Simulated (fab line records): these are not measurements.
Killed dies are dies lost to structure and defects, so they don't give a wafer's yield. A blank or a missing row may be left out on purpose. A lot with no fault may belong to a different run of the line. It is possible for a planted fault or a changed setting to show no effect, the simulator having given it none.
Comparing a struck lot with a sound one    flow n5 finfet    19 steps out of a route of 1938
Sound: the wafers L796.1, L796.5, L796.6. Wafers L789.2, L789.3, L789.6 were the ones struck. The cause is named last.
For every step that has rows: the tool of each side, followed by ch and its chambers, followed by its first start. Under that, the readings that differ: sound wafers    struck wafers    difference of the means    sigmas: that difference in standard deviations of wafers without a fault.
alike: same words and numbers on both sides, and readings whose means sit less than 2 such deviations apart. not compared: any withheld reading, any reading some wafer has no value for, any bound like >300 that may hide the same value, and any number with overlapping values for which the record gives no deviation.
Wherever a step has rows on one side only, a row that says differs or no value, or a row with sigmas, the two part there. Numbers that have no deviation but don't overlap get no sigmas and don't part them. Lack of a reading on every wafer of one side parts them only where that side has two or more wafers.

first, 7 steps without rows for these wafers: N5_BEOL_M11_COAT_60 (time 60 s, resist thk 30 nm); N5_BEOL_M11_COAT_05 (resist thk 90 nm); N5_BEOL_M11_EBR_07; N5_BEOL_M11_SOFTBAKE_06 (time 60 s); N5_BEOL_M11_EXPOSE_08 (exposes mask M11); N5_BEOL_M11_PEB_09 (peb time 60 s); N5_BEOL_M11_DEVELOP_10 (develop time 30 s).
N5_BEOL_M11_CD_MEAS_11: the cd target is 64.1 nm.
  sound on cd sem-02 ch 0, day 13 15:15; struck on cd sem-03 ch 0, day 12 04:24
  alike: cd nm
N5_BEOL_M11_OVL_MEAS_12:
  sound on overlay-01 ch 0, day 13 15:17; struck on overlay-01 ch 0, day 12 04:26
  alike: M11_OVL
N5_BEOL_M11_INSPECT_13: inspects for defects (brightfield).
  sound: defect inspect-01 at day 13 15:19; struck: defect inspect-02 at day 12 04:28
  alike: raw defect count
N5_BEOL_M11_DESCUM_16: chemistry O2, time 7.9 s.
  sound on rie diel-06 ch 0,3, day 13 15:29; struck on rie diel-02 ch 1,2,3, day 12 04:45
  alike: drypump motor current A, oes product au, rf vpp V, showerhead plenum p Torr, throttle valve pct
  not compared: rf hours counter h
N5_BEOL_M11_ETCH_61: etches SiARC in CF4, target depth 39 nm, time 65 s.
  sound on rie diel-06 ch 0,3, day 13 15:31; struck on rie diel-02 ch 1,2,3, day 12 04:47
  alike: bias w, cf4 flow sccm, drypump motor current A, etch rf on time s, oes product au, rf vpp V, showerhead plenum p Torr, throttle valve pct
  not compared: rf hours counter h
N5_BEOL_M11_ETCH_62: etches SOC in N2/H2, target depth 110 nm, overetch 22 nm, time 165 s.
  sound on rie diel-06 ch 0,3, day 13 15:34; struck on rie diel-02 ch 1,2,3, day 12 04:50
  no value came back on the struck wafers for any of 9 readings (bias w (W), chamber pressure mTorr (mTorr) and others); on the sound wafers bias w (W) reads 150.5 149.7 150.5
reading                                        sound           struck          difference  sigmas
model.CAR-ArF_of_BEOL_M11_COAT_05.thk nm (nm)  0 0 0           55.6 55.6 55.6  +55.6       
model.SiARC_of_BEOL_M11_COAT_60.thk nm (nm)    23.4 23.4 23.6  30 30 30        +7          
  not compared: rf hours counter h
then, 1 step without rows for these wafers: N5_BEOL_M11_STRIP_68 (strips in N2/H2).
N5_BEOL_M11_STRIP_67: strips in CF4.
  sound on rie diel-06 ch 0,3, day 13 15:43; struck on rie diel-02 ch 1,2,3, day 12 04:59
  alike: drypump motor current A, oes product au, rf vpp V, showerhead plenum p Torr, throttle valve pct
  not compared: rf hours counter h
N5_BEOL_M11_HM_OPEN_17: chemistry Cl2/BCl3, target TiN, target depth 20 nm, overetch 6 nm.
  sound on rie metal-03 ch 0,1, day 13 15:45; struck on rie metal-03 ch 0,1, day 12 05:01
reading                 sound              struck             difference  sigmas
oes product au (a.u.)   0.59 0.67 0.58     0.26 0.26 0.30     -0.34       -5
throttle valve pct (%)  22.51 22.15 22.50  23.13 23.13 22.78  +0.63       +2
  alike: drypump motor current A, oes_ar_750_au
  not compared: rf hours counter h
N5_BEOL_M11_STRIP_19: strips in O2.
  sound on rie diel-06 ch 2,3, day 13 15:52; struck on rie diel-04 ch 0,1, day 12 05:12
  alike: drypump motor current A, oes product au, rf vpp V, showerhead plenum p Torr, throttle valve pct
  not compared: rf hours counter h
N5_BEOL_M11_CD_MEAS_18: pitch 140 nm, target cd 70 nm.
  sound: cd sem-02 at day 13 15:56; struck: cd sem-03 at day 12 05:16
reading     sound           struck  difference                     sigmas
cd nm (nm)  70.1 69.3 68.8  - - -   no value on the struck wafers  
then, 1 step without rows for these wafers: N5_BEOL_M11_COAT_63 (time 60 s, resist thk 100 nm).

## WHERE THEY PART
Earliest at N5_BEOL_M11_ETCH_62; latest, in this record, at N5_BEOL_M11_CD_MEAS_18.

WHY: the cause the simulator had injected
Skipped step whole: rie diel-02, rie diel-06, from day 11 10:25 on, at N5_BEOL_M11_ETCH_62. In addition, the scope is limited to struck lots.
